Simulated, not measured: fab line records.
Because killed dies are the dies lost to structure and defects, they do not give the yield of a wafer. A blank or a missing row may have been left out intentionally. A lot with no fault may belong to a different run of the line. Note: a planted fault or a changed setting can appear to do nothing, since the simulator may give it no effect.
Matching of chambers / flow n5 finfet / N5_BEOL_M8_PECVD_70 on pecvd-04 has 3 sister chambers
The step deposits SiO2 from TEOS/O2, target thk 20 nm, time 22.7 s. 14 wafers are shown with their chamber, then 7 later ones without.

== WAFERS WITH THEIR CHAMBER ==
wafer=L077.1; chamber=2; throttle valve pct (%)=21.7; showerhead plenum p Torr (Torr)=8.74; showerhead vpp V (V)=1362
wafer=L077.2; chamber=1; throttle valve pct (%)=22.6; showerhead plenum p Torr (Torr)=8.79; showerhead vpp V (V)=1323
wafer=L077.5; chamber=2; throttle valve pct (%)=21.6; showerhead plenum p Torr (Torr)=8.72; showerhead vpp V (V)=1363
wafer=L078.2; chamber=1; throttle valve pct (%)=22.6; showerhead plenum p Torr (Torr)=8.82; showerhead vpp V (V)=1323
wafer=L078.5; chamber=1; throttle valve pct (%)=22.6; showerhead plenum p Torr (Torr)=8.82; showerhead vpp V (V)=1337
wafer=L078.6; chamber=0; throttle valve pct (%)=22.1; showerhead plenum p Torr (Torr)=8.75; showerhead vpp V (V)=1273
wafer=L080.2; chamber=2; throttle valve pct (%)=21.8; showerhead plenum p Torr (Torr)=8.74; showerhead vpp V (V)=1353
wafer=L080.5; chamber=1; throttle valve pct (%)=22.7; showerhead plenum p Torr (Torr)=8.79; showerhead vpp V (V)=1332
wafer=L080.6; chamber=0; throttle valve pct (%)=22.4; showerhead plenum p Torr (Torr)=8.74; showerhead vpp V (V)=1301
wafer=L087.3; chamber=1; throttle valve pct (%)=22.7; showerhead plenum p Torr (Torr)=8.81; showerhead vpp V (V)=1343
wafer=L087.4; chamber=1; throttle valve pct (%)=22.6; showerhead plenum p Torr (Torr)=8.83; showerhead vpp V (V)=1318
wafer=L087.5; chamber=2; throttle valve pct (%)=21.9; showerhead plenum p Torr (Torr)=8.71; showerhead vpp V (V)=1350
wafer=L092.1; chamber=0; throttle valve pct (%)=22.6; showerhead plenum p Torr (Torr)=8.74; showerhead vpp V (V)=1273
wafer=L092.2; chamber=2; throttle valve pct (%)=21.8; showerhead plenum p Torr (Torr)=8.75; showerhead vpp V (V)=1333

SIGNATURES, as means of the wafers listed above
reading=throttle valve pct; chamber 0=22.367; chamber 1=22.633; chamber 2=21.760; scatter within a chamber=0.132
reading=showerhead plenum p Torr; chamber 0=8.7433; chamber 1=8.8100; chamber 2=8.7320; scatter within a chamber=0.0152
reading=showerhead vpp V; chamber 0=1282.33; chamber 1=1329.33; chamber 2=1352.20; scatter within a chamber=11.9
Rule: for a wafer and a chamber, the distance is found by dividing, reading by reading, the gap between the wafer's reading and the chamber's mean by the reading's scatter, squaring, summing and taking the root. If the next closest chamber is less than 2 further off than the closest, the wafer can't be placed; otherwise it belongs to the closest. The scatter: the root of (the sum of the squares of (reading less its chamber's mean) over the shown wafers, divided by (wafers less chambers)).

== WAFERS WITH NO CHAMBER GIVEN ==
wafer=L092.3; throttle valve pct (%)=22.6; showerhead plenum p Torr (Torr)=8.77; showerhead vpp V (V)=1336
wafer=L091.1; throttle valve pct (%)=22.0; showerhead plenum p Torr (Torr)=8.77; showerhead vpp V (V)=1264
wafer=L091.2; throttle valve pct (%)=21.9; showerhead plenum p Torr (Torr)=8.75; showerhead vpp V (V)=1340
wafer=L091.3; throttle valve pct (%)=22.9; showerhead plenum p Torr (Torr)=8.81; showerhead vpp V (V)=1333
wafer=L094.1; throttle valve pct (%)=22.1; showerhead plenum p Torr (Torr)=8.75; showerhead vpp V (V)=1337
wafer=L094.5; throttle valve pct (%)=22.5; showerhead plenum p Torr (Torr)=8.73; showerhead vpp V (V)=1276
wafer=L094.6; throttle valve pct (%)=22.1; showerhead plenum p Torr (Torr)=8.75; showerhead vpp V (V)=1330

== WHICH CHAMBER EACH WENT THROUGH ==
wafer=L092.3; from the rows above=1; in truth=1
wafer=L091.1; from the rows above=0; in truth=0
wafer=L091.2; from the rows above=2; in truth=2
wafer=L091.3; from the rows above=1; in truth=1
wafer=L094.1; from the rows above=can't be placed: 2 or 0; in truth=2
wafer=L094.5; from the rows above=0; in truth=0
wafer=L094.6; from the rows above=can't be placed: 2 or 0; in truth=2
5 of 7 placed correctly. From these rows, 2 cannot be placed; in 2 the true chamber is one of the candidates. Wrongly placed: 0.
